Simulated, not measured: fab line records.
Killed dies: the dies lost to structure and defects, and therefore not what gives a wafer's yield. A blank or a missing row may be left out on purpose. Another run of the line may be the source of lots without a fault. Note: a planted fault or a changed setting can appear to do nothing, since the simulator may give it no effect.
The tool behind it: which one? :: flow n5-finfet :: 36 wafers from 12 lots sampled at 4 of the route's 1938 steps

WHAT THE GAUGES READ, wafer by wafer
N5_BEOL_M3_OCD_MEAS_38.
lot: L075
measured: day 7 16:35
on: ocd-01
trench-depth-nm (nm): 57.0 56.1 57.9

lot: L077
measured: day 8 15:04
on: ocd-02
trench-depth-nm (nm): 54.9 55.0 55.5

lot: L080
measured: day 8 15:55
on: ocd-02
trench-depth-nm (nm): 56.3 55.6 54.9

lot: L081
measured: day 8 23:32
on: ocd-02
trench-depth-nm (nm): 54.4 53.5 54.1

lot: L083
measured: day 9 03:38
on: ocd-01
trench-depth-nm (nm): 55.8 55.9 54.3

lot: L085
measured: day 10 01:55
on: ocd-02
trench-depth-nm (nm): 55.0 54.2 54.7

lot: L087
measured: day 10 17:48
on: ocd-02
trench-depth-nm (nm): 57.5 54.6 54.5

lot: L089
measured: day 11 02:31
on: ocd-01
trench-depth-nm (nm): 55.0 56.1 55.5

lot: L090
measured: day 11 10:30
on: ocd-02
trench-depth-nm (nm): 54.4 55.3 54.7

lot: L093
measured: day 12 11:25
on: ocd-02
trench-depth-nm (nm): 54.7 54.8 55.2

lot: L094
measured: day 13 00:47
on: ocd-01
trench-depth-nm (nm): 54.6 55.6 55.4

lot: L097
measured: day 13 05:59
on: ocd-02
trench-depth-nm (nm): 55.0 57.7 54.6

EACH LOT AND THE TOOL THAT RAN IT (in order: tool; ch and the chambers of the sampled wafers; start)
lot: L075
N5_BEOL_M3_VIA_ETCH_34: rie-diel-02 ch 0,1,2, day 7 16:20
N5_BEOL_M3_ETCH_41: rie-diel-02 ch 0,1,2, day 7 16:35 or earlier
N5_BEOL_M3_STRIP_97: rie-diel-02 ch 0,1,2, day 7 16:35 or earlier

lot: L077
N5_BEOL_M3_VIA_ETCH_34: rie-diel-04 ch 0,1, day 8 14:49
N5_BEOL_M3_ETCH_41: rie-diel-04 ch 0,1, day 8 15:04 or earlier
N5_BEOL_M3_STRIP_97: rie-diel-04 ch 0,1, day 8 15:04 or earlier

lot: L080
N5_BEOL_M3_VIA_ETCH_34: rie-diel-02 ch 0,1,2, day 8 15:40
N5_BEOL_M3_ETCH_41: rie-diel-02 ch 0,1,2, day 8 15:55 or earlier
N5_BEOL_M3_STRIP_97: rie-diel-02 ch 0,1,2, day 8 15:55 or earlier

lot: L081
N5_BEOL_M3_VIA_ETCH_34: rie-diel-04 ch 0,1, day 8 23:17
N5_BEOL_M3_ETCH_41: rie-diel-04 ch 0,1, day 8 23:32 or earlier
N5_BEOL_M3_STRIP_97: rie-diel-04 ch 0,1, day 8 23:32 or earlier

lot: L083
N5_BEOL_M3_VIA_ETCH_34: rie-diel-02 ch 0,2,3, day 9 03:23
N5_BEOL_M3_ETCH_41: rie-diel-02 ch 0,2,3, day 9 03:38 or earlier
N5_BEOL_M3_STRIP_97: rie-diel-02 ch 0,2,3, day 9 03:38 or earlier

lot: L085
N5_BEOL_M3_VIA_ETCH_34: rie-diel-04 ch 0,1, day 10 01:40
N5_BEOL_M3_ETCH_41: rie-diel-04 ch 0,1, day 10 01:55 or earlier
N5_BEOL_M3_STRIP_97: rie-diel-04 ch 0,1, day 10 01:55 or earlier

lot: L087
N5_BEOL_M3_VIA_ETCH_34: rie-diel-04 ch 0,3, day 10 17:32
N5_BEOL_M3_ETCH_41: rie-diel-04 ch 0,3, day 10 17:48 or earlier
N5_BEOL_M3_STRIP_97: rie-diel-04 ch 0,3, day 10 17:48 or earlier

lot: L089
N5_BEOL_M3_VIA_ETCH_34: rie-diel-02 ch 0,2,3, day 11 02:16
N5_BEOL_M3_ETCH_41: rie-diel-02 ch 0,2,3, day 11 02:31 or earlier
N5_BEOL_M3_STRIP_97: rie-diel-02 ch 0,2,3, day 11 02:31 or earlier

lot: L090
N5_BEOL_M3_VIA_ETCH_34: rie-diel-04 ch 0,2, day 11 10:14
N5_BEOL_M3_ETCH_41: rie-diel-04 ch 0,2, day 11 10:30 or earlier
N5_BEOL_M3_STRIP_97: rie-diel-04 ch 0,2, day 11 10:30 or earlier

lot: L093
N5_BEOL_M3_VIA_ETCH_34: rie-diel-03 ch 0,1,2, day 12 11:10
N5_BEOL_M3_ETCH_41: rie-diel-03 ch 0,1,2, day 12 11:25 or earlier
N5_BEOL_M3_STRIP_97: rie-diel-03 ch 0,1,2, day 12 11:25 or earlier

lot: L094
N5_BEOL_M3_VIA_ETCH_34: rie-diel-02 ch 0,3, day 13 00:31
N5_BEOL_M3_ETCH_41: rie-diel-02 ch 0,3, day 13 00:47 or earlier
N5_BEOL_M3_STRIP_97: rie-diel-02 ch 0,3, day 13 00:47 or earlier

lot: L097
N5_BEOL_M3_VIA_ETCH_34: rie-diel-04 ch 1,3, day 13 05:44
N5_BEOL_M3_ETCH_41: rie-diel-04 ch 1,3, day 13 05:59 or earlier
N5_BEOL_M3_STRIP_97: rie-diel-04 ch 1,3, day 13 05:59 or earlier
- N5_BEOL_M3_VIA_ETCH_34: etches the open film in C4F6/O2, target depth 69.4 nm, time 65.9 s.
- N5_BEOL_M3_ETCH_41: etches SiCN in CH3F/O2, target depth 29.9 nm, time 52.5 s.
- N5_BEOL_M3_STRIP_97: strips in N2/H2, time 10 s.

THE ANSWER, worked out from the rows above alone
Rule: the usual values come from the lots themselves. Put in order of their means at a reading, lots are off if they are a third of the lots or fewer, leave a main group of 4 or more, and stand apart from it by a gap of 3 or more times the standard deviation of the main group's means; of several such gaps the widest counts. The tables above print the reading to a certain number of digits; a main group whose means all agree to those digits is not used. Also off: a lot with no number at a reading for which 4 or more lots have one. The other lots that the step has rows for count as sound.
None of the lots is off at any reading shown; this tells nothing.

WHAT THE SIMULATOR PUT IN
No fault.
